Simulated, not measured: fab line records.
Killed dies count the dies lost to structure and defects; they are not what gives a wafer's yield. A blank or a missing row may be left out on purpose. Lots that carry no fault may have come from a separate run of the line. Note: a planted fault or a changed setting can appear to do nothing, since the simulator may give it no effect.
Chamber matching :: flow n5_finfet :: 4 sister chambers for N5_BEOL_M13_DESCUM_15 on rie_diel-03
The step chemistry O2, time 7.9 s. 8 wafers are shown with their chamber, then 7 later ones without.

## WAFERS WITH THEIR CHAMBER
wafer: L145.6
chamber: 0
drypump_motor_current_A (A): 6.6
throttle_valve_pct (%): 20.10

wafer: L147.2
chamber: 3
drypump_motor_current_A (A): 6.4
throttle_valve_pct (%): 19.84

wafer: L147.5
chamber: 1
drypump_motor_current_A (A): 4.7
throttle_valve_pct (%): 20.47

wafer: L150.2
chamber: 2
drypump_motor_current_A (A): 5.2
throttle_valve_pct (%): 20.68

wafer: L150.3
chamber: 0
drypump_motor_current_A (A): 6.5
throttle_valve_pct (%): 20.11

wafer: L150.6
chamber: 1
drypump_motor_current_A (A): 4.7
throttle_valve_pct (%): 20.46

wafer: L156.1
chamber: 2
drypump_motor_current_A (A): 5.2
throttle_valve_pct (%): 20.71

wafer: L156.2
chamber: 3
drypump_motor_current_A (A): 6.4
throttle_valve_pct (%): 19.86

## WAFERS WHOSE CHAMBER IS MISSING
wafer: L156.3
drypump_motor_current_A (A): 4.7
throttle_valve_pct (%): 20.49

wafer: L155.2
drypump_motor_current_A (A): 6.4
throttle_valve_pct (%): 19.84

wafer: L155.4
drypump_motor_current_A (A): 4.7
throttle_valve_pct (%): 20.47

wafer: L155.6
drypump_motor_current_A (A): 6.6
throttle_valve_pct (%): 20.13

wafer: L161.3
drypump_motor_current_A (A): 6.6
throttle_valve_pct (%): 20.16

wafer: L161.4
drypump_motor_current_A (A): 6.5
throttle_valve_pct (%): 19.87

wafer: L161.5
drypump_motor_current_A (A): 6.6
throttle_valve_pct (%): 20.16

## WHICH CHAMBER EACH WENT THROUGH
wafer: L156.3
from the rows above: 1
in truth: 1

wafer: L155.2
from the rows above: 3
in truth: 3

wafer: L155.4
from the rows above: 1
in truth: 1

wafer: L155.6
from the rows above: 0
in truth: 0

wafer: L161.3
from the rows above: 0
in truth: 0

wafer: L161.4
from the rows above: 3
in truth: 3

wafer: L161.5
from the rows above: 0
in truth: 0
Correct placement for 7 of the 7. Number that these rows cannot place: 0. 0 placed wrongly.
How it was worked out, from the rows above alone: a wafer's distance from a chamber is the root of the sum, over the readings, of the square of ((its reading less the chamber's mean) divided by the reading's scatter). The wafer belongs to the nearest chamber; if the next one is less than 2 further off, it can't be placed. A chamber's mean is the mean of its shown wafers. The scatter is the square root of a quotient: the sum, over the shown wafers, of each reading's squared deviation from its chamber's mean, divided by wafers minus chambers.
